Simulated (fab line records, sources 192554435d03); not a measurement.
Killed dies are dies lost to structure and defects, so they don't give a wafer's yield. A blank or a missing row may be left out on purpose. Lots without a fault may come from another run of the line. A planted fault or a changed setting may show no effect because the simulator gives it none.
fab line records | flow n5_finfet | part 2 of 2: steps 4 to 6 of 6
record lots=20 wafers=60 last_day=17
route steps=1938 shown BEOL_M2@879
lots that met no fault: from a run of the same line without faults
start_h: hours from the record's first day to the start of the lot's first wafer shown | wait_h: hours since the lot's step before | " the same as in the row above | L1.1+2: a row that stands for several wafers | - no value, or no start given | * or withheld: withheld | < > ~ a bound
route shown NAME@n: a module of which the file shows steps, and the number in the route of the first | usual: mean/standard deviation of fault-free wafers | same: alike in all rows | chamber/n: place in a boat | sites: the reading at each site | _std_site: their standard deviation | _edge_site: outer sites' mean less inner sites' | radius_mm: how far each site lies from the wafer's centre | mask NAME#n: copy n | behind: the tool/chamber that last shaped the wafer | hold: why the lot was held/for how many hours/how that ended | device: the transistor (n, p or np) that didn't switch | end of line: the same wafers' tests at the end of the route | a step without rows: its recipe alone | killed: dies lost to structure and defects at the first sort, not the wafer's yield | map: a wafer's dies, x killed, . not, _ none there
set.NAME: the setting as run; set.NAME@STEP: as run at that earlier step | model.NAME: the simulator's own value behind a step, which no gauge read
steps of the route over a sample of lots; a table a step, a row a wafer
services: from which hour (start_h, from the record's first day; less than 0 if before it) a tool's chamber was out of use, for how many hours, and why
## steps
# step N5_BEOL_M2_STRIP_36
# recipe chemistry=N2/H2 power_w=450 temp_c=40 pressure_mtorr=20 rf_frequency_hz=6e+07 overash_fraction=0.3 bias_power_w=7 h2_frac=0.5 n2_flow_sccm=200 h2_flow_sccm=200
# usual drypump_motor_current_A=5.6/0.41 oes_product_au=0.80/0.091 power_w=450.0/1.3 rf_vpp_V=59.2/1.4 showerhead_plenum_p_Torr=2.57/0.1 throttle_valve_pct=23.5/0.58
# columns lot.wafer tool chamber start_h wait_h drypump_motor_current_A oes_product_au power_w rf_hours_counter_h rf_vpp_V showerhead_plenum_p_Torr throttle_valve_pct
L074.1 rie_diel-01 2 136.10 0.0 5.9 0.69 451.4 245 59.1 2.37 23.8
L074.5 " 2 " " 5.9 0.69 449.0 - 58.8 2.37 23.7
L074.6 " 3 " " 5.6 0.79 451.9 - 60.1 2.55 23.0
L075.3 rie_diel-05 0 138.82 0.0 4.7 0.89 451.0 26 58.4 2.60 23.0
L075.4 " 1 " " 5.6 0.79 451.1 102 58.2 2.44 23.5
L075.6 " 1 " " 5.6 0.79 450.4 - 58.5 2.44 23.5
L076.1 rie_diel-01 1 153.41 0.0 5.1 0.70 450.8 211 61.3 2.63 24.6
L076.3 " 2 " " 5.9 0.69 450.8 252 59.4 2.37 23.7
L076.5 " 3 " " 5.6 0.79 450.1 - 58.0 2.55 23.0
L077.1 rie_diel-01 1 156.63 0.0 5.0 0.69 447.6 213 60.6 2.63 24.6
L077.4 " 1 " " 5.0 0.69 450.6 - 61.0 2.63 24.6
L077.5 " 2 " " 5.9 0.67 448.1 - 59.4 2.37 23.8
L078.1 rie_diel-03 3 162.20 0.0 5.4 0.79 451.2 79 58.9 2.65 23.1
L078.3 " 2 " " 6.0 0.89 452.7 31 58.0 2.67 22.9
L078.5 " 0 " " 5.5 0.73 448.2 - 59.1 2.43 24.4
L079.2 rie_diel-05 1 164.86 0.0 5.6 0.78 450.6 111 60.6 2.44 23.5
L079.3 " 0 " " 4.7 0.88 450.1 35 60.2 2.59 23.1
L079.6 " 0 " " 4.7 0.88 450.7 - 59.2 2.59 23.0
L080.3 rie_diel-03 0 180.14 0.0 5.5 0.73 448.8 183 57.5 2.42 24.4
L080.5 " 0 " " 5.5 0.72 451.7 - 57.4 2.42 24.4
L080.6 " 2 " " 6.0 0.87 450.2 - 59.2 2.67 22.9
L083.1 rie_diel-01 0 193.47 0.0 5.8 0.93 448.2 15 58.5 2.58 23.8
L083.2 " 1 " " 5.0 0.67 449.0 229 60.1 2.62 24.6
L083.3 " 3 " " 5.6 0.78 449.5 115 57.5 2.54 23.1
L082.1 rie_diel-03 3 207.44 0.0 5.4 0.78 449.6 95 59.0 2.65 23.2
L082.4 " 0 " " 5.5 0.73 450.3 193 57.7 2.42 24.4
L082.5 " 2 " " 6.0 0.87 450.5 - 61.8 2.67 23.0
L084.2 rie_diel-03 3 219.09 0.0 5.4 0.78 450.0 99 59.9 2.64 23.2
L084.4 " 0 " " 5.5 0.72 448.6 196 58.7 2.42 24.5
L084.5 " 2 " " 6.0 0.87 450.9 - 61.4 2.67 23.0
L085.1 rie_diel-05 3 224.49 0.0 6.3 0.88 449.9 39 59.3 2.45 22.7
L085.3 " 1 " " 5.6 0.77 450.2 131 60.0 2.43 23.5
L085.6 " 2 " " 5.7 0.66 448.7 - 59.0 2.47 23.5
L086.1 rie_diel-03 1 224.60 0.0 5.0 0.91 449.2 14 59.6 2.72 23.6
L086.3 " 0 " " 5.5 0.72 447.9 198 59.1 2.42 24.5
L086.4 " 3 " " 5.4 0.77 449.6 101 59.5 2.64 23.2
L087.1 rie_diel-03 3 224.98 0.0 5.4 0.77 450.1 101 58.3 2.64 23.2
L087.2 " 0 " " 5.5 0.72 449.0 198 60.6 2.42 24.5
L087.5 " 1 " " 5.0 0.91 449.4 - 60.6 2.72 23.6
L088.3 rie_diel-01 0 230.98 0.0 5.8 0.89 449.8 27 59.8 2.58 23.8
L088.4 " 2 " " 5.9 0.94 450.6 16 61.7 2.68 23.3
L088.5 " 1 " " 5.0 0.65 448.9 - 60.7 2.62 24.6
L090.2 rie_diel-03 2 235.89 0.0 6.0 0.84 450.6 58 57.4 2.66 23.0
L090.5 " 3 " " 5.4 0.79 452.6 - 57.0 2.64 23.2
L090.6 " 2 " " 6.0 0.85 450.7 - 57.4 2.66 23.0
L092.1 rie_diel-01 1 247.81 0.0 5.0 0.66 446.5 247 57.1 2.62 24.7
L092.2 " 0 " " 5.8 0.90 452.2 33 60.9 2.58 23.8
L092.5 " 3 " " 5.6 0.74 449.8 - 58.8 2.54 23.1
L093.3 rie_diel-05 0 254.33 0.0 4.7 0.84 450.8 67 61.5 2.58 23.1
L093.4 " 0 " " 4.7 0.84 449.3 - 59.5 2.58 23.1
L093.6 " 3 " " 6.3 0.86 450.3 - 58.1 2.45 22.7
L094.3 rie_diel-01 0 273.08 0.0 5.8 0.88 448.3 43 60.7 2.57 23.8
L094.4 " 3 " " 5.6 0.75 449.1 - 59.8 2.53 23.1
L094.5 " 2 " " 5.9 0.92 450.8 - 58.3 2.68 23.3
L095.1 rie_diel-05 1 280.12 0.0 5.6 0.75 451.5 153 57.4 2.42 23.6
L095.4 " 0 " " 4.7 0.82 452.6 - 58.9 2.57 23.1
L095.6 " 1 " " 5.6 0.75 448.1 - 57.1 2.42 23.6
L097.1 rie_diel-03 0 286.93 0.0 5.5 0.71 451.5 221 58.1 2.41 24.5
L097.3 " 3 " " 5.4 0.75 451.3 122 58.1 2.63 23.2
L097.6 " 3 " " 5.4 0.74 448.7 - 59.2 2.64 23.2
# step N5_BEOL_M2_PRE_CLEAN_45
# recipe gas=H2/He time_s=30 temp_c=250
# usual heater_power_w=325/33
# columns lot.wafer tool chamber start_h wait_h heater_power_w
L074.1 pvd_sputter-02 - 136.66 0.0 344
L074.5 " - " " 332
L074.6 " - " " 355
L075.3 pvd_sputter-01 - 139.60 0.0 347
L075.4 " - " " 292
L075.6 " - " " 360
L076.1 pvd_sputter-01 - 154.20 0.0 361
L076.3 " - " " 347
L076.5 " - " " 343
L077.1 pvd_sputter-02 - 157.20 0.0 332
L077.4 " - " " 270
L077.5 " - " " 332
L078.1 pvd_sputter-03 - 163.62 0.0 379
L078.3 " - " " 281
L078.5 " - " " 369
L079.2 pvd_sputter-03 - 165.68 0.0 290
L079.3 " - " " 377
L079.6 " - " " 276
L080.3 pvd_sputter-02 - 180.93 0.0 332
L080.5 " - " " 350
L080.6 " - " " 334
L083.1 pvd_sputter-03 - 194.28 0.0 287
L083.2 " - " " 279
L083.3 " - " " 329
L082.1 pvd_sputter-03 - 208.35 0.0 286
L082.4 " - " " 273
L082.5 " - " " 286
L084.2 pvd_sputter-02 - 220.24 0.0 312
L084.4 " - " " 338
L084.5 " - " " 340
L085.1 pvd_sputter-01 - 225.17 0.0 335
L085.3 " - " " 371
L085.6 " - " " 362
L086.1 pvd_sputter-01 - 225.25 0.0 348
L086.3 " - " " 360
L086.4 " - " " 325
L087.1 pvd_sputter-03 - 225.82 0.0 378
L087.2 " - " " 314
L087.5 " - " " 374
L088.3 pvd_sputter-02 - 231.54 0.0 339
L088.4 " - " " 275
L088.5 " - " " 348
L090.2 pvd_sputter-02 - 236.68 0.0 326
L090.5 " - " " 351
L090.6 " - " " 338
L092.1 pvd_sputter-01 - 248.49 0.0 330
L092.2 " - " " 343
L092.5 " - " " 348
L093.3 pvd_sputter-01 - 254.91 0.0 373
L093.4 " - " " 342
L093.6 " - " " 339
L094.3 pvd_sputter-01 - 274.13 0.0 342
L094.4 " - " " 358
L094.5 " - " " 330
L095.1 pvd_sputter-01 - 280.89 0.0 354
L095.4 " - " " 289
L095.6 " - " " 364
L097.1 pvd_sputter-03 - 287.41 0.0 290
L097.3 " - " " 320
L097.6 " - " " 288
# step N5_BEOL_M2_PRE_CLEAN_60
# recipe gas=NH3/H2 time_s=15 temp_c=* rf_power_w=300
# usual heater_power_outer_w=21/11 heater_power_w=86/22 rf_fwd_power_W=296.6/1.6
# columns lot.wafer tool chamber start_h wait_h heater_power_outer_w heater_power_w rf_fwd_power_W
L074.1 cvd_co-02 1 140.18 0.1 17 77 298.7
L074.5 " 0 " " 10 66 295.1
L074.6 " 1 " " 18 75 297.8
L075.3 cvd_co-01 2 144.92 0.0 26 104 295.6
L075.4 " 1 " " 46 133 296.7
L075.6 " 2 " " 26 101 294.1
L076.1 cvd_co-01 0 157.36 0.0 24 87 295.8
L076.3 " 2 " " 25 103 296.1
L076.5 " 0 " " 24 89 294.4
L077.1 cvd_co-02 0 162.52 0.0 10 67 294.4
L077.4 " 1 " " 18 76 298.1
L077.5 " 2 " " 12 73 297.3
L078.1 cvd_co-02 0 166.96 0.0 10 68 294.6
L078.3 " 1 " " 17 76 298.8
L078.5 " 0 " " 10 67 294.7
L079.2 cvd_co-02 2 168.87 0.0 12 73 298.9
L079.3 " 1 " " 18 75 297.1
L079.6 " 2 " " 12 70 298.4
L080.3 cvd_co-02 0 184.28 0.0 10 64 295.4
L080.5 " 2 " " 13 75 297.2
L080.6 " 1 " " 18 78 298.6
L083.1 cvd_co-02 1 201.79 0.1 18 77 296.8
L083.2 " 2 " " 12 73 297.4
L083.3 " 0 " " 10 65 293.6
L082.1 cvd_co-01 1 211.72 0.0 47 132 296.8
L082.4 " 1 " " 48 138 297.1
L082.5 " 2 " " 27 105 297.5
L084.2 cvd_co-02 2 223.83 0.0 13 73 299.4
L084.4 " 1 " " 17 77 298.1
L084.5 " 0 " " 11 66 292.6
L085.1 cvd_co-02 2 228.37 0.0 13 72 299.7
L085.3 " 1 " " 18 76 297.0
L085.6 " 0 " " 11 69 294.5
L086.1 cvd_co-02 0 228.61 0.0 11 68 293.9
L086.3 " 2 " " 12 75 296.5
L086.4 " 0 " " 11 67 293.7
L087.1 cvd_co-01 1 230.45 0.0 46 136 297.0
L087.2 " 0 " " 24 88 296.7
L087.5 " 0 " " 24 89 295.1
L088.3 cvd_co-02 1 234.78 0.0 18 75 296.6
L088.4 " 0 " " 11 68 293.7
L088.5 " 2 " " 13 74 297.3
L090.2 cvd_co-02 0 240.27 0.1 11 66 295.6
L090.5 " 1 " " 18 76 298.0
L090.6 " 0 " " 11 68 294.2
L092.1 cvd_co-01 0 253.35 0.0 24 89 294.4
L092.2 " 1 " " 46 135 295.9
L092.5 " 2 " " 27 103 296.7
L093.3 cvd_co-01 0 264.64 0.0 24 89 296.5
L093.4 " 0 " " 25 89 296.8
L093.6 " 1 " " 47 136 297.6
L094.3 cvd_co-01 0 279.27 0.0 24 88 295.6
L094.4 " 1 " " 47 137 297.7
L094.5 " 2 " " 28 107 296.2
L095.1 cvd_co-01 0 284.95 0.0 25 87 295.4
L095.4 " 0 " " 24 87 295.4
L095.6 " 1 " " 47 137 297.4
L097.1 cvd_co-02 2 290.70 0.1 13 74 298.5
L097.3 " 0 " " 11 66 294.8
L097.6 " 1 " " 18 78 297.4
## services
# columns tool chamber start_h hours kind
rie_diel-03 2 110.03 1.3 repair
rie_diel-03 - 114.49 14.6 pm
rie_diel-01 3 120.80 2.2 repair
rie_diel-01 1 123.00 5.2 repair
pvd_sputter-01 - 133.40 2.5 repair
rie_diel-01 0 141.30 - clean
rie_diel-01 0 141.30 - consumable_replace:focus_ring
rie_diel-01 0 141.30 18.6 scheduled_down
rie_diel-01 0 141.30 18.6 vent_cycle
rie_diel-03 1 157.81 - clean
rie_diel-03 1 157.81 - consumable_replace:focus_ring
rie_diel-03 1 157.81 - consumable_replace:showerhead
rie_diel-03 1 157.81 22.6 scheduled_down
rie_diel-03 1 157.81 22.6 vent_cycle
rie_diel-01 2 159.92 - clean
rie_diel-01 2 159.92 - consumable_replace:focus_ring
rie_diel-01 2 159.92 - consumable_replace:showerhead
cvd_co-01 - 163.02 0.8 repair
rie_diel-03 0 167.94 1.8 repair
rie_diel-01 3 233.35 4.4 repair
rie_diel-05 2 248.24 5.7 repair
rie_diel-03 1 260.43 9.6 repair
rie_diel-03 3 273.20 6.0 repair
rie_diel-05 - 280.28 28.1 pm
